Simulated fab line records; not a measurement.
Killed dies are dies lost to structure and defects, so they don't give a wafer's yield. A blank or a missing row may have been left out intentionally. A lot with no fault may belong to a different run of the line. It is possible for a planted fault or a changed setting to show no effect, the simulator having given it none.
fab line records	flow n5Finfet
record lots=7	wafers=21
route steps=1938 shown BEOL_M8@1362 BEOL_M9@1446 BEOL_M11@1536 BEOL_M13@1694
startH: the number of hours between the record's first day and the start of the first shown wafer of the lot	waitH: time in hours since the lot's previous step	" repeats the value in the row above	L1.1+2: a single row standing in for several wafers	- no value, or no start was given	* or withheld: withheld	< > ~ a bound
route shown NAME@n: a module of which the file shows steps, and the number in the route of the first	usual: the fault-free wafers' mean and standard deviation	same: alike in all rows	chamber/n: place in a boat	sites: each site's reading	_std_site: their standard deviation	_edge_site: mean of outer sites minus mean of inner sites	radiusMm: for every site, how far away it sits from the centre of the wafer	mask NAME#n: copy n	behind: the last tool/chamber to shape the wafer	hold: reason for holding the lot/hours on hold/outcome of the hold	device: transistor that didn't switch, given as n, p or np	end of line: tests of these same wafers at the route's end	step lacking rows: just its recipe	killed: dies lost to structure and defects at the first sort, not the wafer's yield	map: a wafer's dies, x killed, . not, _ none there
set.NAME: the setting as run; set.NAME@STEP: as run at that earlier step	model.NAME: the simulator's own value behind a step, which no gauge read
one table per step and one row per wafer, for lots whose settings were changed on purpose
## steps
# step N5_BEOL_M8_EXPOSE_25
# recipe maskId=V7	na=0.33	sourceShape=annular	sigmaInner=0.4	sigmaOuter=0.8	polarization=unpolarized	targetCdNm=40	doseMj=42.5
lot.wafer	tool	chamber	startH	waitH	mask	set.doseMj
L074.3+4+6	euvScanner-01	0	228.55	-	V7#0	42.5
L078.1+3	euvScanner-01	0	258.76	-	V7#0	42.5
L078.4	"	0	"	"	V7#0	44.13
L080.1+3+5	euvScanner-01	0	264.72	-	V7#0	42.5
L082.1+3+6	euvScanner-02	0	285.06	-	V7#0	42.5
L086.1+3	euvScanner-02	0	295.38	-	V7#0	42.5
L086.2	"	0	"	"	V7#0	41.11
L090.3	euvScanner-01	0	327.59	-	V7#0	42.5
L090.4+6	"	0	"	"	V7#0	44.94
L097.1	euvScanner-02	0	378.78	-	V7#0	42.5
L097.2+3	"	0	"	"	V7#0	39.37
# step N5_BEOL_M8_PEB_26
# recipe pebTempC=100	pebTimeS=60	resist=CAR-EUV
# step N5_BEOL_M8_DEVELOP_27
# recipe developTimeS=30	developer=TMAH	resist=CAR-EUV	rinseLiquid=surfactantRinse	dry=airSpin	devTempC=23
# step N5_BEOL_M8_CD_MEAS_28
# recipe targetCdNm=40	landingEnergyEv=500	detector=seInlens
# usual cdNm=39.98/0.21
lot.wafer	tool	chamber	startH	waitH	set.doseMj@BEOL_M8_EXPOSE_25	cdNm
L074.3	cdSem-01	0	228.67	-	42.5	40.20
L074.4	"	0	"	"	42.5	40.08
L074.6	"	0	"	"	42.5	39.66
L078.1	cdSem-03	0	258.89	-	42.5	40.30
L078.3	"	0	"	"	42.5	40.10
L078.4	"	0	"	"	44.13	40.86
L080.1	cdSem-01	0	264.85	-	42.5	39.81
L080.3	"	0	"	"	42.5	39.85
L080.5	"	0	"	"	42.5	39.92
L082.1	cdSem-02	0	285.20	-	42.5	40.17
L082.3	"	0	"	"	42.5	39.85
L082.6	"	0	"	"	42.5	40.15
L086.1	cdSem-01	0	295.51	-	42.5	40.00
L086.2	"	0	"	"	41.11	39.58
L086.3	"	0	"	"	42.5	39.83
L090.3	cdSem-02	0	327.71	-	42.5	39.97
L090.4	"	0	"	"	44.94	41.21
L090.6	"	0	"	"	44.94	41.07
L097.1	cdSem-03	0	378.91	-	42.5	39.63
L097.2	"	0	"	"	39.37	38.18
L097.3	"	0	"	"	39.37	38.18
# step N5_BEOL_M8_DESCUM_33
# recipe chemistry=O2	timeS=7	sourcePowerW=50	biasPowerW=20	pressureMtorr=20	rfFrequencyHz=2.712e+07	tempC=40	resist=CAR-EUV	o2FlowSccm=225
lot.wafer	tool	chamber	startH	waitH	set.doseMj@BEOL_M8_EXPOSE_25	model.BEOL_M8.cdNm
L074.3+4+6	rieDiel-05	2,0,3	229.21	0.5	42.5	40
L078.1+3	rieDiel-02	1,3	259.08	0.1	42.5	40
L078.4	"	2	"	"	44.13	41
L080.1+5	rieDiel-05	3,2	264.98	0.0	42.5	40
L080.3	"	2	"	"	42.5	39.8
L082.1+3	rieDiel-03	1,2	285.61	0.3	42.5	40.2
L082.6	"	2	"	"	42.5	40
L086.1	rieDiel-02	2	295.84	0.2	42.5	-
L086.2	"	3	"	"	41.11	39
L086.3	"	0	"	"	42.5	39.8
L090.3	rieDiel-02	2	328.80	1.0	42.5	40
L090.4	"	0	"	"	44.94	41.2
L090.6	"	0	"	"	44.94	41
L097.1	rieDiel-05	2	379.22	0.0	42.5	40
L097.2+3	"	0	"	"	39.37	38.4
# step N5_BEOL_M8_ETCH_66
# recipe chemistry=N2/H2	target=SOC	targetDepthA=800	overetchA=160	maskMaterial=SiARC	tempC=40	timeS=120	ionEnergyEv=200	pressureMtorr=30	sourceW=840	biasW=150	n2FlowSccm=200	h2FlowSccm=200
# usual rfVppV=525.5/2.3
lot.wafer	tool	chamber	startH	waitH	set.sourceW	set.doseMj@BEOL_M8_EXPOSE_25	rfVppV	model.BEOL_M8.cdNm	model.SiARC_of_BEOL_M8_COAT_64.thkNm
L074.3	rieDiel-05	2	229.29	0.0	840	42.5	525.3	40	6.4
L074.4	"	0	"	"	840	42.5	525.6	40.2	6.4
L074.6	"	3	"	"	840	42.5	526.2	40	6.4
L078.1	rieDiel-02	1	259.16	0.0	840	42.5	522.9	40	6.4
L078.3	"	3	"	"	717	42.5	556.7	39.6	6.8
L078.4	"	2	"	"	717	44.13	557.0	40.6	7
L080.1	rieDiel-05	3	265.06	0.0	711.7	42.5	555.4	39.6	7
L080.3	"	2	"	"	840	42.5	525.6	39.8	6.4
L080.5	"	2	"	"	840	42.5	526.6	39.8	6.4
L082.1	rieDiel-03	1	285.69	0.0	790.6	42.5	535.8	39.8	6.6
L082.3	"	2	"	"	840	42.5	527.4	40	6.4
L082.6	"	2	"	"	790.6	42.5	539.5	40	6.6
L086.1	rieDiel-02	2	295.92	0.0	840	42.5	529.3	40	6.4
L086.2	"	3	"	"	949.5	41.11	503.7	39.4	6
L086.3	"	0	"	"	949.5	42.5	505.3	40.2	6
L090.3	rieDiel-02	2	328.88	0.0	840	42.5	527.1	40	6.6
L090.4	"	0	"	"	963.3	44.94	502.3	41.6	5.8
L090.6	"	0	"	"	840	44.94	526.0	41.2	6.4
L097.1	rieDiel-05	2	379.34	0.0	840	42.5	526.1	40	6.4
L097.2	"	0	"	"	737.1	39.37	549.2	38	6.8
L097.3	"	0	"	"	840	39.37	526.8	38.2	6.4
# step N5_BEOL_M8_VIA_ETCH_34
# recipe chemistry=C4F6/O2	target=SiCOH_lowk	targetDepthA=1255	maskMaterial=SOC	taperDeg=4	timeS=50.5	ionEnergyEv=250	pressureMtorr=30	sourceW=345	biasW=185	Ar_flow_sccm=300	C4F6_flow_sccm=10	O2_flow_sccm=10
# usual rfVppV=669/7.3
lot.wafer	tool	chamber	startH	waitH	set.sourceW	rfVppV	model.etch.depthNm
L074.3	rieDiel-05	2	229.39	0.0	345	670	122.5
L074.4	"	0	"	"	345	671	124.5
L074.6	"	3	"	"	345	671	123.3
L078.1	rieDiel-02	1	259.26	0.0	345	660	124.3
L078.3	"	3	"	"	345	676	125.4
L078.4	"	2	"	"	345	674	123.9
L080.1	rieDiel-05	3	265.16	0.0	345	669	125.4
L080.3	"	2	"	"	320.7	696	122.7
L080.5	"	2	"	"	320.7	694	124.2
L082.1	rieDiel-03	1	285.79	0.0	368.6	649	126
L082.3	"	2	"	"	345	666	126.9
L082.6	"	2	"	"	345	666	125.6
L086.1	rieDiel-02	2	296.02	0.0	345	676	125.7
L086.2	"	3	"	"	345	675	126.4
L086.3	"	0	"	"	299.7	731	117.3
L090.3	rieDiel-02	2	328.98	0.0	379.3	642	130.9
L090.4	"	0	"	"	379.3	649	130.6
L090.6	"	0	"	"	345	680	125.6
L097.1	rieDiel-05	2	379.49	0.0	345	670	127.3
L097.2	"	0	"	"	345	670	124.9
L097.3	"	0	"	"	372.8	644	129.3
# step N5_BEOL_M8_TRENCH_ETCH_37
# recipe chemistry=C4F6/O2	targetDepthA=934.78	target=SiCOH_lowk	timeS=31.2	ionEnergyEv=250	pressureMtorr=30	sourceW=345	biasW=185	Ar_flow_sccm=300	C4F6_flow_sccm=10	O2_flow_sccm=10
# usual rfVppV=669/7.3
lot.wafer	tool	chamber	startH	waitH	set.biasW	rfVppV
L074.3	rieDiel-05	2	-	-	185	671
L074.4	"	0	"	"	185	671
L074.6	"	3	"	"	185	669
L078.1	rieDiel-02	1	-	-	217.1	749
L078.3	"	3	"	"	217.1	767
L078.4	"	2	"	"	185	675
L080.1	rieDiel-05	3	-	-	185	669
L080.3	"	2	"	"	185	671
L080.5	"	2	"	"	164.2	607
L082.1	rieDiel-03	1	-	-	185	672
L082.3	"	2	"	"	197.6	702
L082.6	"	2	"	"	185	665
L086.1	rieDiel-02	2	-	-	185	675
L086.2	"	3	"	"	185	675
L086.3	"	0	"	"	185	680
L090.3	rieDiel-02	2	-	-	185	674
L090.4	"	0	"	"	205.4	739
L090.6	"	0	"	"	205.4	740
L097.1	rieDiel-05	2	-	-	185	670
L097.2	"	0	"	"	185	670
L097.3	"	0	"	"	185	669
# step N5_BEOL_M9_TRENCH_ETCH_37
# recipe chemistry=C4F6/O2	targetDepthA=1514.3	target=SiCOH_lowk	timeS=49	ionEnergyEv=250	pressureMtorr=30	sourceW=345	biasW=185	Ar_flow_sccm=300	C4F6_flow_sccm=10	O2_flow_sccm=10
# usual rfVppV=668/7
lot.wafer	tool	chamber	startH	waitH	set.biasW	rfVppV
L074.3	rieDiel-06	2	-	-	185	677
L074.4	"	1	"	"	185	678
L074.6	"	0	"	"	185	664
L078.1	rieDiel-06	2	-	-	185	679
L078.3	"	3	"	"	185	666
L078.4	"	1	"	"	185	677
L080.1	rieDiel-01	0	-	-	164.1	601
L080.3	"	3	"	"	185	663
L080.5	"	2	"	"	164.1	608
L082.1	rieDiel-01	1	-	-	185	655
L082.3	"	0	"	"	185	662
L082.6	"	1	"	"	185	653
L086.1	rieDiel-04	0	-	-	185	669
L086.2	"	1	"	"	185	669
L086.3	"	3	"	"	185	672
L090.3	rieDiel-01	0	-	-	185	661
L090.4	"	1	"	"	185	654
L090.6	"	2	"	"	217	759
L097.1	rieDiel-04	0	-	-	185	670
L097.2	"	1	"	"	185	668
L097.3	"	2	"	"	185	671
# step N5_BEOL_M11_ILD_DEP_00
# recipe material=SiCOH_lowk	targetThkA=3085.1	tempC=300	precursor=DEMS/porogen	pressureTorr=5	rfW=500	timeS=58
lot.wafer	tool	chamber	startH	waitH	set.tempC	model.SiCOH_lowk_of_BEOL_M11_ILD_DEP_00.thkNm
L074.3	pecvd-04	1	252.47	0.0	300	305.4
L074.4	"	0	"	"	300	308
L074.6	"	2	"	"	300	309.2
L078.1	pecvd-02	2	281.66	0.0	302	298.6
L078.3	"	1	"	"	300	305.8
L078.4	"	0	"	"	300	310.4
L080.1	pecvd-04	2	290.41	0.0	294.1	315.8
L080.3	"	1	"	"	294.1	316.6
L080.5	"	1	"	"	294.1	315.4
L082.1	pecvd-02	0	309.70	0.0	300	305
L082.3	"	2	"	"	300	303.6
L082.6	"	2	"	"	296.8	314.6
L086.1	pecvd-04	2	318.80	0.0	300	305.8
L086.2	"	1	"	"	294.6	314.6
L086.3	"	0	"	"	300	304
L090.3	pecvd-03	1	347.69	0.0	304.6	297
L090.4	"	2	"	"	304.6	302.8
L090.6	"	1	"	"	300	310.2
L097.1+2	pecvd-04	0,2	402.09	0.0	300	310.2
L097.3	"	1	"	"	300	307.4
# step N5_BEOL_M11_CURE_71
# recipe tempC=385	timeS=240	ambient=He/Ar	material=SiCOH_lowk
lot.wafer	tool	chamber	startH	waitH	set.tempC@BEOL_M11_ILD_DEP_00	model.SiCOH_lowk_of_BEOL_M11_ILD_DEP_00.thkNm
L074.3	uvCure-02	2	252.70	0.2	300	265.4
L074.4	"	2	"	"	300	267.4
L074.6	"	2	"	"	300	268.6
L078.1	uvCure-03	2	282.28	0.6	302	259.2
L078.3	"	2	"	"	300	265.6
L078.4	"	2	"	"	300	269.8
L080.1	uvCure-02	1	290.52	0.1	294.1	274.4
L080.3	"	1	"	"	294.1	275.2
L080.5	"	1	"	"	294.1	274.2
L082.1	uvCure-01	0	309.78	0.0	300	265
L082.3	"	0	"	"	300	263.6
L082.6	"	0	"	"	296.8	273.4
L086.1	uvCure-02	1	318.88	0.0	300	265.6
L086.2	"	1	"	"	294.6	273.4
L086.3	"	1	"	"	300	264
L090.3	uvCure-02	1	347.93	0.2	304.6	257.8
L090.4	"	1	"	"	304.6	262.8
L090.6	"	1	"	"	300	269.6
L097.1+2	uvCure-03	2	402.17	0.0	300	269.4
L097.3	"	2	"	"	300	267
# step N5_BEOL_M11_THK_MEAS_01
# recipe reads=SiCOH_lowk_of_BEOL_M11_ILD_DEP_00
# usual M11_ILD_THK=267/3.3
lot.wafer	tool	chamber	startH	waitH	set.tempC@BEOL_M11_ILD_DEP_00	M11_ILD_THK[nm]
L074.3	filmMetro-01	-	253.06	0.3	300	265
L074.4	"	-	"	"	300	268
L074.6	"	-	"	"	300	269
L078.1	filmMetro-01	-	283.27	0.8	302	259
L078.3	"	-	"	"	300	266
L078.4	"	-	"	"	300	270
L080.1	filmMetro-02	-	291.03	0.4	294.1	275
L080.3	"	-	"	"	294.1	275
L080.5	"	-	"	"	294.1	274
L082.1	filmMetro-01	-	310.77	0.8	300	265
L082.3	"	-	"	"	300	264
L082.6	"	-	"	"	296.8	273
L086.1	filmMetro-02	-	319.39	0.4	300	265
L086.2	"	-	"	"	294.6	273
L086.3	"	-	"	"	300	264
L090.3	filmMetro-01	-	348.28	0.3	304.6	258
L090.4	"	-	"	"	304.6	263
L090.6	"	-	"	"	300	269
L097.1	filmMetro-02	-	402.68	0.4	300	270
L097.2	"	-	"	"	300	269
L097.3	"	-	"	"	300	267
# step N5_BEOL_M11_COAT_63
# recipe resist=SOC	tempC=250	timeS=60	spinRpm=1500	resistThkNm=100
lot.wafer	tool	chamber	startH	waitH	set.spinRpm	model.SOC_of_BEOL_M11_COAT_63.thkNm
L074.3+6	lithoTrack-02	0	255.29	0.7	1500	100.4
L074.4	"	0	"	"	1500	100
L078.1	lithoTrack-05	0	288.06	1.1	1500	100.2
L078.3	"	0	"	"	1605	96.8
L078.4	"	0	"	"	1605	97
L080.1	lithoTrack-05	0	294.96	1.8	1500	99.8
L080.3	"	0	"	"	1500	100.2
L080.5	"	0	"	"	1500	100
L082.1	lithoTrack-02	0	315.54	2.7	1500	100.2
L082.3+6	"	0	"	"	1581	97.8
L086.1+3	lithoTrack-02	0	321.94	0.5	1500	100
L086.2	"	0	"	"	1500	100.2
L090.3+4	lithoTrack-05	0	350.04	0.4	1500	99.6
L090.6	"	0	"	"	1500	99.8
L097.1	lithoTrack-04	0	406.09	1.0	1342	106
L097.2	"	0	"	"	1342	105.8
L097.3	"	0	"	"	1500	100.4
# step N5_BEOL_M11_EXPOSE_25
# recipe maskId=V10	na=1.35	sourceShape=annular	sigmaInner=0.5	sigmaOuter=0.8	polarization=unpolarized	doseMj=85.5
lot.wafer	tool	chamber	startH	waitH	mask	set.doseMj
L074.3+4+6	arfiScanner-02	0	255.42	-	V10#0	85.5
L078.1	arfiScanner-01	0	288.46	-	V10#0	79.12
L078.3+4	"	0	"	"	V10#0	85.5
L080.1+3	arfiScanner-01	0	295.37	-	V10#0	85.5
L080.5	"	0	"	"	V10#0	90.97
L082.1+6	arfiScanner-01	0	315.79	-	V10#0	85.5
L082.3	"	0	"	"	V10#0	80.39
L086.1	arfiScanner-03	0	322.19	-	V10#0	85.5
L086.2+3	"	0	"	"	V10#0	81.6
L090.3+4+6	arfiScanner-02	0	350.29	-	V10#0	85.5
L097.1	arfiScanner-02	0	406.34	-	V10#0	85.5
L097.2+3	"	0	"	"	V10#0	80.59
# step N5_BEOL_M11_PEB_26
# recipe pebTempC=withheld	pebTimeS=60	resist=CAR-ArF
# step N5_BEOL_M11_DEVELOP_27
# recipe developTimeS=30	developer=TMAH	resist=CAR-ArF	rinseLiquid=diw	dry=airSpin	devTempC=23
# step N5_BEOL_M11_CD_MEAS_28
# recipe targetCdNm=70	landingEnergyEv=500	detector=seInlens	polarity=opening
# usual cdNm=70.2/0.67
lot.wafer	tool	chamber	startH	waitH	set.doseMj@BEOL_M11_EXPOSE_25	cdNm
L074.3	cdSem-01	0	255.54	-	85.5	68.9
L074.4	"	0	"	"	85.5	70.3
L074.6	"	0	"	"	85.5	69.4
L078.1	cdSem-03	0	288.60	-	79.12	65.6
L078.3	"	0	"	"	85.5	70.1
L078.4	"	0	"	"	85.5	71.0
L080.1	cdSem-03	0	295.50	-	85.5	70.6
L080.3	"	0	"	"	85.5	70.4
L080.5	"	0	"	"	90.97	76.3
L082.1	cdSem-03	0	315.92	-	85.5	70.7
L082.3	"	0	"	"	80.39	64.9
L082.6	"	0	"	"	85.5	71.2
L086.1	cdSem-03	0	322.32	-	85.5	69.6
L086.2	"	0	"	"	81.6	66.0
L086.3	"	0	"	"	81.6	67.4
L090.3	cdSem-02	0	350.41	-	85.5	71.3
L090.4	"	0	"	"	85.5	70.0
L090.6	"	0	"	"	85.5	70.3
L097.1	cdSem-01	0	406.47	-	85.5	70.4
L097.2	"	0	"	"	80.59	64.2
L097.3	"	0	"	"	80.59	65.2
# step N5_BEOL_M11_DESCUM_33
# recipe chemistry=O2	timeS=7.9	sourcePowerW=50	biasPowerW=20	pressureMtorr=20	rfFrequencyHz=2.712e+07	tempC=40	resist=CAR-ArF	o2FlowSccm=225
# step N5_BEOL_M11_ETCH_65
# recipe chemistry=CF4	target=SiARC	targetDepthA=390	maskMaterial=CAR-ArF	timeS=65	ionEnergyEv=80	pressureMtorr=40	sourceW=545	biasW=36	Ar_flow_sccm=100	cf4FlowSccm=100	ends=cleared
# step N5_BEOL_M11_ETCH_66
# recipe chemistry=N2/H2	target=SOC	targetDepthA=1200	overetchA=240	maskMaterial=SiARC	tempC=40	timeS=180	ionEnergyEv=200	pressureMtorr=30	sourceW=840	biasW=150	n2FlowSccm=200	h2FlowSccm=200
lot.wafer	tool	chamber	startH	waitH	set.spinRpm@BEOL_M11_COAT_63	model.etch.depthNm
L074.3	rieDiel-04	1	255.71	0.0	1500	100.4
L074.4	"	0	"	"	1500	100.1
L074.6	"	0	"	"	1500	100.3
L078.1	rieDiel-06	0	289.05	0.0	1500	100.1
L078.3	"	3	"	"	1605	96.82
L078.4	"	0	"	"	1605	97.04
L080.1	rieDiel-04	0	295.76	0.0	1500	99.81
L080.3	"	1	"	"	1500	100.1
L080.5	"	2	"	"	1500	100
L082.1	rieDiel-04	2	316.09	0.0	1500	100.3
L082.3	"	0	"	"	1581	97.72
L082.6	"	1	"	"	1581	97.81
L086.1	rieDiel-01	2	322.49	0.0	1500	100.1
L086.2	"	3	"	"	1500	100.2
L086.3	"	0	"	"	1500	100
L090.3	rieDiel-04	1	350.58	0.0	1500	99.54
L090.4	"	3	"	"	1500	99.59
L090.6	"	2	"	"	1500	99.89
L097.1	rieDiel-01	2	406.65	0.0	1342	106.1
L097.2	"	0	"	"	1342	105.8
L097.3	"	3	"	"	1500	100.3
# step N5_BEOL_M11_STRIP_69
# recipe chemistry=N2/H2	tempC=40	n2FlowSccm=200	h2FlowSccm=200	rfFrequencyHz=6e+07
# step N5_BEOL_M11_VIA_ETCH_34
# recipe chemistry=C4F6/O2	target=SiCOH_lowk	targetDepthA=1845	maskMaterial=SOC	taperDeg=4	timeS=69.2	ionEnergyEv=250	pressureMtorr=30	sourceW=345	biasW=185	Ar_flow_sccm=300	C4F6_flow_sccm=10	O2_flow_sccm=10
lot.wafer	tool	chamber	startH	waitH	set.spinRpm@BEOL_M11_COAT_63	model.SOC_of_BEOL_M11_COAT_63.thkNm
L074.3	rieDiel-04	1	255.83	0.0	1500	92.2
L074.4	"	0	"	"	1500	92
L074.6	"	0	"	"	1500	92.4
L078.1	rieDiel-06	0	289.17	0.0	1500	92
L078.3	"	3	"	"	1605	89
L078.4	"	0	"	"	1605	88.8
L080.1	rieDiel-04	0	295.88	0.0	1500	91.8
L080.3+5	"	1,2	"	"	1500	92
L082.1	rieDiel-04	2	316.21	0.0	1500	92.4
L082.3+6	"	0,1	"	"	1581	89.6
L086.1	rieDiel-01	2	322.62	0.0	1500	92.2
L086.2+3	"	3,0	"	"	1500	92
L090.3	rieDiel-04	1	350.71	0.0	1500	91.4
L090.4	"	3	"	"	1500	91.6
L090.6	"	2	"	"	1500	92
L097.1	rieDiel-01	2	406.78	0.0	1342	98.2
L097.2	"	0	"	"	1342	97.8
L097.3	"	3	"	"	1500	92.2
# step N5_BEOL_M13_ETCH_68
# recipe chemistry=N2/H2	target=SOC	maskMaterial=SiARC	sourceW=3000	biasW=350	tempC=40	timeS=355	ionEnergyEv=200	pressureMtorr=30	n2FlowSccm=200	h2FlowSccm=200
lot.wafer	tool	chamber	startH	waitH	set.timeS	model.SiARC_of_BEOL_M13_COAT_66.thkNm
L074.3	rieDiel-06	0	265.88	0.1	355	76.4
L074.4	"	1	"	"	355	77.2
L074.6	"	3	"	"	355	77.4
L078.1	rieDiel-04	2	299.26	0.1	355	77.4
L078.3+4	"	1,3	"	"	355	76.8
L080.1	rieDiel-06	1	308.40	0.1	355	77.6
L080.3	"	3	"	"	355	78
L080.5	"	0	"	"	355	76.4
L082.1	rieDiel-04	3	328.12	0.1	355	76.8
L082.3+6	"	2	"	"	355	77.4
L086.1	rieDiel-01	0	332.22	0.1	355	77.4
L086.2+3	"	1,2	"	"	376.7	75.6
L090.3	rieDiel-01	3	368.01	0.1	400.9	72.4
L090.4	"	1	"	"	355	76.8
L090.6	"	1	"	"	355	77.2
L097.1+2	rieDiel-04	3,0	415.36	0.1	355	77.2
L097.3	"	1	"	"	321.9	80.4
## key
split step=N5_BEOL_M8_EXPOSE_25	setting=doseMj	stated=42.5	by=wafer
response step=N5_BEOL_M8_CD_MEAS_28	reading=cdNm	change=+0.187	per=1%	r=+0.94
response step=N5_BEOL_M8_DESCUM_33	reading=model.BEOL_M8.cdNm	change=+0.217	per=1%	r=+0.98
response step=N5_BEOL_M8_ETCH_66	reading=model.BEOL_M8.cdNm	change=+0.243	per=1%	r=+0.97
split step=N5_BEOL_M8_ETCH_66	setting=sourceW	stated=840	by=wafer
response step=N5_BEOL_M8_ETCH_66	reading=rfVppV	change=-1.93	per=1%	r=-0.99
response step=N5_BEOL_M8_ETCH_66	reading=model.SiARC_of_BEOL_M8_COAT_64.thkNm	change=-0.0374	per=1%	r=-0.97
split step=N5_BEOL_M8_VIA_ETCH_34	setting=sourceW	stated=345	by=wafer
response step=N5_BEOL_M8_VIA_ETCH_34	reading=rfVppV	change=-3.69	per=1%	r=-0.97
response step=N5_BEOL_M8_VIA_ETCH_34	reading=model.etch.depthNm	change=+0.468	per=1%	r=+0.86
split step=N5_BEOL_M8_TRENCH_ETCH_37	setting=biasW	stated=185	by=wafer
response step=N5_BEOL_M8_TRENCH_ETCH_37	reading=rfVppV	change=+5.21	per=1%	r=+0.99
split step=N5_BEOL_M9_TRENCH_ETCH_37	setting=biasW	stated=185	by=wafer
response step=N5_BEOL_M9_TRENCH_ETCH_37	reading=rfVppV	change=+5.69	per=1%	r=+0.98
split step=N5_BEOL_M11_ILD_DEP_00	setting=tempC	stated=300	by=wafer
response step=N5_BEOL_M11_ILD_DEP_00	reading=model.SiCOH_lowk_of_BEOL_M11_ILD_DEP_00.thkNm	change=-7.05	per=1%	r=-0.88
response step=N5_BEOL_M11_CURE_71	reading=model.SiCOH_lowk_of_BEOL_M11_ILD_DEP_00.thkNm	change=-6.29	per=1%	r=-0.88
response step=N5_BEOL_M11_THK_MEAS_01	reading=M11_ILD_THK	change=-6.23	per=1%	r=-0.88
split step=N5_BEOL_M11_COAT_63	setting=spinRpm	stated=1500	by=wafer
response step=N5_BEOL_M11_COAT_63	reading=model.SOC_of_BEOL_M11_COAT_63.thkNm	change=-0.497	per=1%	r=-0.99
response step=N5_BEOL_M11_ETCH_66	reading=model.etch.depthNm	change=-0.503	per=1%	r=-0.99
response step=N5_BEOL_M11_VIA_ETCH_34	reading=model.SOC_of_BEOL_M11_COAT_63.thkNm	change=-0.518	per=1%	r=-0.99
split step=N5_BEOL_M11_EXPOSE_25	setting=doseMj	stated=85.5	by=wafer
response step=N5_BEOL_M11_CD_MEAS_28	reading=cdNm	change=+0.84	per=1%	r=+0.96
split step=N5_BEOL_M13_ETCH_68	setting=timeS	stated=355	by=wafer
response step=N5_BEOL_M13_ETCH_68	reading=model.SiARC_of_BEOL_M13_COAT_66.thkNm	change=-0.344	per=1%	r=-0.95
